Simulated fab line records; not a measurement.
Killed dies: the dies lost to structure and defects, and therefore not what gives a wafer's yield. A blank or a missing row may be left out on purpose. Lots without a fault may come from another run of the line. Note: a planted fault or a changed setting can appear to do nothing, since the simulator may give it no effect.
Which tool is to blame? | flow nandHarc | 38 wafers from 13 lots sampled at 5 of the route's 1302 steps

WHAT THE GAUGES READ, wafer by wafer
NHARC_HYBRID_BOND_OVL_MEAS_05. Usual: overlayXNm 3 nm, standard deviation 34; overlayYNm -1 nm, standard deviation 36.
lot  | measured     | on         | overlayXNm (nm) | overlayYNm (nm) | flag
L523 | day 23 21:33 | overlay-02 | 35 5 25         | -36 44 -43      | 
L524 | day 24 05:26 | overlay-02 | -16 -61 -100    | -77 53 8        | 
L526 | day 24 15:12 | overlay-02 | -32 21 13       | 63 14 39        | 
L527 | day 25 16:02 | overlay-01 | -13 -7 0        | 36 3 4          | 
L529 | day 26 00:01 | overlay-02 | -13 -7 -2       | -70 13 48       | 
L530 | day 26 00:01 | overlay-01 | -26 -4 11       | -50 -39 35      | 
L532 | day 27 22:20 | overlay-01 | -7 11 -2        | 80 33 -3        | 
L533 | day 28 07:22 | overlay-01 | -38 -43 19      | -34 5 -48       | 
L531 | day 28 07:22 | overlay-02 | 2 -32 -11       | -6 6 46         | 
L534 | day 28 07:23 | overlay-01 | 36 1 -43        | -32 18 79       | 
L537 | day 28 23:37 | overlay-01 | -33 -27         | 53 51           | 
L535 | day 28 23:37 | overlay-02 | -1 -51 19       | -17 -16 8       | 
L546 | day 33 03:56 | overlay-01 | 32 0 -30        | -18 -4 48       | 

NHARC_END_SORT_01. Usual: defectLimitedYield 92.0 %, standard deviation 2.6; killedAtArray 50, standard deviation 17; killedAtOther 0.7, standard deviation 1; killedAtPeriphery 3.4, standard deviation 2.4; killedDies 54, standard deviation 17; killedOpen 3.3, standard deviation 1.7; killedShort 2.5, standard deviation 1.6; sort_bin_2_pct 2.8 %, standard deviation 1.1; sort_bin_3_pct 0.5 %, standard deviation 0.33; sort_bin_4_pct 4.6 %, standard deviation 1.5; sortNPass 623, standard deviation 17; sortRimYieldPct 92 %, standard deviation 3.8; sortYieldPct 92.0 %, standard deviation 2.6.
lot  | measured     | on        | defectLimitedYield (%) | killedAtArray | killedAtOther | killedAtPeriphery | killedDies | killedOpen | killedShort | sort_bin_2_pct (%) | sort_bin_3_pct (%) | sort_bin_4_pct (%) | sortNPass   | sortRimYieldPct (%) | sortYieldPct (%) | flag
L524 | day 25 01:04 | prober-02 | 89.7 93.8 91.7         | 66 37 56      | 0 0 0         | 4 5 0             | 70 42 56   | 4 4 1      | 4 2 6       | 3.1 2.5 3.4        | 1.2 0.7 0.7        | 6.1 3.0 4.1        | 607 635 621 | 92 90 99            | 89.7 93.8 91.7   | 
L530 | day 26 20:01 | prober-01 | 94.8 92.9 94.5         | 32 39 30      | 1 1 0         | 2 8 7             | 35 48 37   | 5 3 4      | 3 5 4       | 0.7 1.5 2.2        | 0.1 0.7 0.6        | 4.3 4.9 2.7        | 642 629 640 | 96 92 92            | 94.8 92.9 94.5   | 
L532 | day 28 16:52 | prober-02 | 92.6 91.0 90.8         | 45 60 61      | 0 0 0         | 5 1 1             | 50 61 62   | 4 1 2      | 3 2 2       | 2.5 3.8 3.4        | 0.7 0.4 0.6        | 4.1 4.7 5.2        | 627 616 615 | 89 98 93            | 92.6 91.0 90.8   | 
L533 | day 29 01:23 | prober-01 | 93.2 94.4 94.5         | 45 38 37      | 0 0 0         | 1 0 0             | 46 38 37   | 3 2 2      | 1 2 1       | 1.9 1.6 1.3        | 0.4 0.3 0.4        | 4.4 3.7 3.7        | 631 639 640 | 94 96 96            | 93.2 94.4 94.5   | 
L531 | day 29 09:04 | prober-02 | 92.3 93.5 92.6         | 47 39 46      | 3 2 3         | 2 3 1             | 52 44 50   | 3 2 3      | 1 1 2       | 2.4 3.0 2.1        | 0.6 0.3 1.5        | 4.7 3.2 3.8        | 625 633 627 | 90 91 92            | 92.3 93.5 92.6   | 
L534 | day 29 03:43 | prober-02 | 88.3                   | 74            | 0             | 5                 | 79         | 2          | 2           | 5.3                | 0.7                | 5.6                | 598         | 92                  | 88.3             | 
L537 | day 29 18:49 | prober-01 | 92.3 39.9              | 50 406        | 1 0           | 1 1               | 52 407     | 3 1        | 3 1         | 2.8 20.4           | 0.3 4.7            | 4.6 35.0           | 625 270     | 94 37               | 92.3 39.9        | OFF
L535 | day 29 17:14 | prober-02 | 90.1 90.3 40.9         | 65 60 392     | 0 0 0         | 2 6 8             | 67 66 400  | 5 3 3      | 1 5 2       | 3.4 2.5 25.1       | 0.4 0.9 4.1        | 6.1 6.4 29.8       | 610 611 277 | 90 86 45            | 90.1 90.3 40.9   | OFF

WHAT TOOL EACH LOT RAN ON (gives the tool, then ch and the chambers of the sampled wafers, and finally the start)
lot  | NHARC_A_M0_ECD_22             | NHARC_A_BONDPAD_PVD_27                 | NHARC_THIN_TSV_ETCH_15
L523 | ecdCu-01 ch 0,1, day 23 01:48 | pvdSputter-02, day 23 21:33 or earlier | rieSi-02 ch 0,1,2, day 24 01:07
L524 | ecdCu-01 ch 0,1, day 23 12:45 | pvdSputter-02, day 24 05:26 or earlier | rieSi-05 ch 2,3, day 24 10:17
L526 | ecdCu-02 ch 0,1, day 23 19:34 | pvdSputter-03, day 24 15:12 or earlier | rieSi-02 ch 0,3, day 24 18:46
L527 | ecdCu-02 ch 0,1, day 24 20:27 | pvdSputter-03, day 25 16:02 or earlier | rieSi-03 ch 1,3, day 25 19:37
L529 | ecdCu-02 ch 0,1, day 25 02:25 | pvdSputter-03, day 26 00:01 or earlier | rieSi-02 ch 0,1, day 26 03:29
L530 | ecdCu-01 ch 0,1, day 25 03:18 | pvdSputter-03, day 26 00:01 or earlier | rieSi-05 ch 1,2,3, day 26 04:49
L532 | ecdCu-01 ch 0, day 27 02:10   | pvdSputter-01, day 27 22:20 or earlier | rieSi-03 ch 1,2,3, day 28 01:47
L533 | ecdCu-01 ch 0,1, day 27 09:26 | pvdSputter-01, day 28 07:22 or earlier | rieSi-05 ch 1,2,3, day 28 10:56
L531 | ecdCu-02 ch 0, day 27 11:17   | pvdSputter-03, day 28 07:22 or earlier | rieSi-02 ch 0,2,3, day 28 12:10
L534 | ecdCu-02 ch 0,1, day 27 12:45 | pvdSputter-01, day 28 07:23 or earlier | rieSi-03 ch 1,2,3, day 28 13:28
L537 | ecdCu-01 ch 0,1, day 28 03:32 | pvdSputter-01, day 28 23:37 or earlier | rieSi-02 ch 0, day 29 03:04
L535 | ecdCu-01 ch 0,1, day 28 05:02 | pvdSputter-01, day 28 23:37 or earlier | rieSi-03 ch 0,1,3, day 29 04:13
L546 | ecdCu-02 ch 0,1, day 32 06:32 | pvdSputter-03, day 33 03:56 or earlier | rieSi-03 ch 0,1,3, day 33 08:45
- NHARC_A_M0_ECD_22: material Cu, target thk 400 nm.
- NHARC_A_BONDPAD_PVD_27: deposits Cu, target thk 30 nm, time 20.49 s.
- NHARC_THIN_TSV_ETCH_15: target depth 3000 nm, bosch target overetch cycles 2, bosch etch step 2.8 s.

WHAT THE TOOLS THEMSELVES READ (means of the sampled wafers that have a number; where no wafer has one, the mark that the record gives instead)
NHARC_A_BONDPAD_PVD_27. Usual: throttleValvePct reads 30.0 % (standard deviation 0.76).
lot  | tool          | throttleValvePct (%) | flag
L523 | pvdSputter-02 | 29.6                 | 
L524 | pvdSputter-02 | 29.7                 | 
L526 | pvdSputter-03 | 29.7                 | 
L527 | pvdSputter-03 | 29.6                 | 
L529 | pvdSputter-03 | 30.1                 | 
L530 | pvdSputter-03 | 29.8                 | 
L532 | pvdSputter-01 | 30.1                 | 
L533 | pvdSputter-01 | 30.0                 | 
L531 | pvdSputter-03 | 29.7                 | 
L534 | pvdSputter-01 | 30.1                 | 
L537 | pvdSputter-01 | 30.2                 | 
L535 | pvdSputter-01 | 30.9                 | 
L546 | pvdSputter-03 | 29.6                 | 

NHARC_THIN_TSV_ETCH_15. Usual: drypumpMotorCurrentA reads 5.7 A (standard deviation 0.48).
lot  | tool     | drypumpMotorCurrentA (A) | flag
L523 | rieSi-02 | 6.1                      | 
L524 | rieSi-05 | 5.1                      | 
L526 | rieSi-02 | 5.7                      | 
L527 | rieSi-03 | 6.1                      | 
L529 | rieSi-02 | 5.9                      | 
L530 | rieSi-05 | 5.2                      | 
L532 | rieSi-03 | 5.8                      | 
L533 | rieSi-05 | 5.2                      | 
L531 | rieSi-02 | 6.0                      | 
L534 | rieSi-03 | 5.8                      | 
L537 | rieSi-02 | 5.6                      | 
L535 | rieSi-03 | 6.0                      | 
L546 | rieSi-03 | 6.0                      | 

THE ANSWER, worked out from the rows above alone
Rule: lot off if the mean of its wafers having a number is beyond 3 standard deviations from the usual mean. Also off: a lot with no number at a reading for which 4 or more lots have one. All remaining lots with rows at the step are treated as sound. First the gauges in route order, then the tools' own readings, where a lot's mean is used as printed above. At the first step where some lot is off, the reading lying furthest off is the one used; lots without a number count as furthest.
Off at NHARC_END_SORT_01 (killedAtArray): L537, L535. Neither off nor sound, because the step has no rows for them: L523, L526, L527, L529, L546.
A tool fits if, at a process step before that reading, it ran every lot that is off, and no sound lot after the first of them. Gauges at NHARC_END_SORT_01: tried the same way as those tools. NHARC_A_BONDPAD_PVD_27 gives no start for some lots, so the hours and the order of its lots are those of NHARC_HYBRID_BOND_OVL_MEAS_05. 2 tools fit, ecdCu-01 at NHARC_A_M0_ECD_22 and pvdSputter-01 at NHARC_A_BONDPAD_PVD_27, so this cannot tell which one it is.

WHAT THE SIMULATOR HAD PUT IN
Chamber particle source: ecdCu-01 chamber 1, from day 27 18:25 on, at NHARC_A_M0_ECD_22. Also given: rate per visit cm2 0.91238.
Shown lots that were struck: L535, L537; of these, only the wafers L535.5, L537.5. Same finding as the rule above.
